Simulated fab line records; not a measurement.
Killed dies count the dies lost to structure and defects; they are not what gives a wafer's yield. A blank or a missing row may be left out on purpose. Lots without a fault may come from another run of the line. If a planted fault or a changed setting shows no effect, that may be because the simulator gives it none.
Split-lot experiment / flow n5_finfet / route with 1938 steps; 7 lots, 21 wafers read

== SPLIT DETAILS ==
At N5_GATE_CUT_ALD_22 (deposits SiNx, target thk 16 nm, pulse time 1 s, ald cycles 320), the setting ald_cycles was moved away from the recipe's 320 on 11 of the 21 wafers read, by -16.6% to +14.4%. This setting was run at the recipe's value on the other wafers.

The reading is taken at the split's own step.

== THE READING ==
SiNx_of_GATE_CUT_ALD_22.thk_nm (the simulator's own value, which no gauge read), in nm, at N5_GATE_CUT_ALD_22 (deposits SiNx, target thk 16 nm, pulse time 1 s, ald cycles 320). The file does not state a usual value for it. Average 16.0 nm, standard deviation 0.11 nm, over the 10 wafers here run with the recipe.

wafer=L075.3; tool, chamber at the split=ald_sin-04, 0; ald_cycles as run=334; against the recipe=+4.4%; SiNx_of_GATE_CUT_ALD_22.thk_nm, nm=16.8; against lot-mates on the recipe=+0.8
wafer=L075.4; tool, chamber at the split=ald_sin-04, 2; ald_cycles as run=334; against the recipe=+4.4%; SiNx_of_GATE_CUT_ALD_22.thk_nm, nm=16.6; against lot-mates on the recipe=+0.6
wafer=L075.6; tool, chamber at the split=ald_sin-04, 3; ald_cycles as run=320; against the recipe=recipe; SiNx_of_GATE_CUT_ALD_22.thk_nm, nm=16; against lot-mates on the recipe=-
wafer=L076.3; tool, chamber at the split=ald_sin-03, 0; ald_cycles as run=366; against the recipe=+14.4%; SiNx_of_GATE_CUT_ALD_22.thk_nm, nm=18.2; against lot-mates on the recipe=+2.2
wafer=L076.5; tool, chamber at the split=ald_sin-03, 1; ald_cycles as run=366; against the recipe=+14.4%; SiNx_of_GATE_CUT_ALD_22.thk_nm, nm=18.4; against lot-mates on the recipe=+2.4
wafer=L076.6; tool, chamber at the split=ald_sin-03, 0; ald_cycles as run=320; against the recipe=recipe; SiNx_of_GATE_CUT_ALD_22.thk_nm, nm=16; against lot-mates on the recipe=-
wafer=L080.1; tool, chamber at the split=ald_sin-02, 1,0; ald_cycles as run=267; against the recipe=-16.6%; SiNx_of_GATE_CUT_ALD_22.thk_nm, nm=13.4; against lot-mates on the recipe=-2.8
wafer=L080.3; tool, chamber at the split=ald_sin-02, 1,0; ald_cycles as run=267; against the recipe=-16.6%; SiNx_of_GATE_CUT_ALD_22.thk_nm, nm=13.4; against lot-mates on the recipe=-2.8
wafer=L080.2; tool, chamber at the split=ald_sin-02, 3; ald_cycles as run=320; against the recipe=recipe; SiNx_of_GATE_CUT_ALD_22.thk_nm, nm=16.2; against lot-mates on the recipe=-
wafer=L081.1; tool, chamber at the split=ald_sin-03, 3,1; ald_cycles as run=320; against the recipe=recipe; SiNx_of_GATE_CUT_ALD_22.thk_nm, nm=16; against lot-mates on the recipe=-
wafer=L081.2; tool, chamber at the split=ald_sin-03, 3,1; ald_cycles as run=320; against the recipe=recipe; SiNx_of_GATE_CUT_ALD_22.thk_nm, nm=16; against lot-mates on the recipe=-
wafer=L081.4; tool, chamber at the split=ald_sin-03, 2; ald_cycles as run=320; against the recipe=recipe; SiNx_of_GATE_CUT_ALD_22.thk_nm, nm=15.8; against lot-mates on the recipe=-
wafer=L083.2; tool, chamber at the split=ald_sin-04, 1,2; ald_cycles as run=345; against the recipe=+7.8%; SiNx_of_GATE_CUT_ALD_22.thk_nm, nm=17.2; against lot-mates on the recipe=+1.2
wafer=L083.5; tool, chamber at the split=ald_sin-04, 1,2; ald_cycles as run=345; against the recipe=+7.8%; SiNx_of_GATE_CUT_ALD_22.thk_nm, nm=17.2; against lot-mates on the recipe=+1.2
wafer=L083.6; tool, chamber at the split=ald_sin-04, 3; ald_cycles as run=320; against the recipe=recipe; SiNx_of_GATE_CUT_ALD_22.thk_nm, nm=16; against lot-mates on the recipe=-
wafer=L085.4; tool, chamber at the split=ald_sin-02, 0; ald_cycles as run=334; against the recipe=+4.4%; SiNx_of_GATE_CUT_ALD_22.thk_nm, nm=16.6; against lot-mates on the recipe=+0.6
wafer=L085.5; tool, chamber at the split=ald_sin-02, 3,2; ald_cycles as run=320; against the recipe=recipe; SiNx_of_GATE_CUT_ALD_22.thk_nm, nm=16; against lot-mates on the recipe=-
wafer=L085.6; tool, chamber at the split=ald_sin-02, 3,2; ald_cycles as run=320; against the recipe=recipe; SiNx_of_GATE_CUT_ALD_22.thk_nm, nm=16; against lot-mates on the recipe=-
wafer=L092.2; tool, chamber at the split=ald_sin-02, 3; ald_cycles as run=320; against the recipe=recipe; SiNx_of_GATE_CUT_ALD_22.thk_nm, nm=16.2; against lot-mates on the recipe=-
wafer=L092.5; tool, chamber at the split=ald_sin-02, 0,1; ald_cycles as run=269; against the recipe=-15.9%; SiNx_of_GATE_CUT_ALD_22.thk_nm, nm=13.6; against lot-mates on the recipe=-2.6
wafer=L092.6; tool, chamber at the split=ald_sin-02, 0,1; ald_cycles as run=269; against the recipe=-15.9%; SiNx_of_GATE_CUT_ALD_22.thk_nm, nm=13.6; against lot-mates on the recipe=-2.6
The file does not say which wafer passed through which chamber wherever a row lists several chambers: such a row stands for several wafers.

THE FIT
A straight line over all 21 wafers: SiNx_of_GATE_CUT_ALD_22.thk_nm changes by +0.155 nm for each +1% of ald_cycles; r = +1.00; the points scatter about the line by 0.098 nm.
The same after taking each lot's own level away (the mean of its wafers on the recipe; 21 wafers): +0.163 nm for each +1%; r = +1.00; scatter 0.072 nm.
On that fit, the largest move of ald_cycles shifts the reading by 2.7 nm.
The lots' own levels span 15.93 to 16.20 nm, that is 2.5 times the standard deviation above.
Hence the lot-to-lot level has little effect on the slope; both slopes agree.
Check: -2.71 nm against its lot-mates is what the line predicts for one of the wafers moved furthest among these (-16.6%) when that wafer is left out of the fit. It came out at -2.8 nm against them.

== ADDITIONAL SPLITS CARRIED BY THESE WAFERS ==
Before the reading, these wafers also passed through other splits. Each is held against what the fit with the lots' levels taken away leaves over:
other split on the same wafers=N5_SD_EPI_N_EPI_21 epi_growth_time_s; wafers away from the commonest value=9; r with SiNx_of_GATE_CUT_ALD_22.thk_nm (lot level and that fit taken away)=+0.08
other split on the same wafers=N5_SD_EPI_P_COAT_34 spin_rpm; wafers away from the commonest value=7; r with SiNx_of_GATE_CUT_ALD_22.thk_nm (lot level and that fit taken away)=-0.19
other split on the same wafers=N5_SDB_ALD_29 ald_cycles; wafers away from the commonest value=8; r with SiNx_of_GATE_CUT_ALD_22.thk_nm (lot level and that fit taken away)=+0.10
other split on the same wafers=N5_HKMG_FIN_ETCH_32 bias_w; wafers away from the commonest value=9; r with SiNx_of_GATE_CUT_ALD_22.thk_nm (lot level and that fit taken away)=-0.25

== THE FILE'S OWN FIT ==
SiNx_of_GATE_CUT_ALD_22.thk_nm changes by +0.163 nm for each +1% of ald_cycles, r = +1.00.
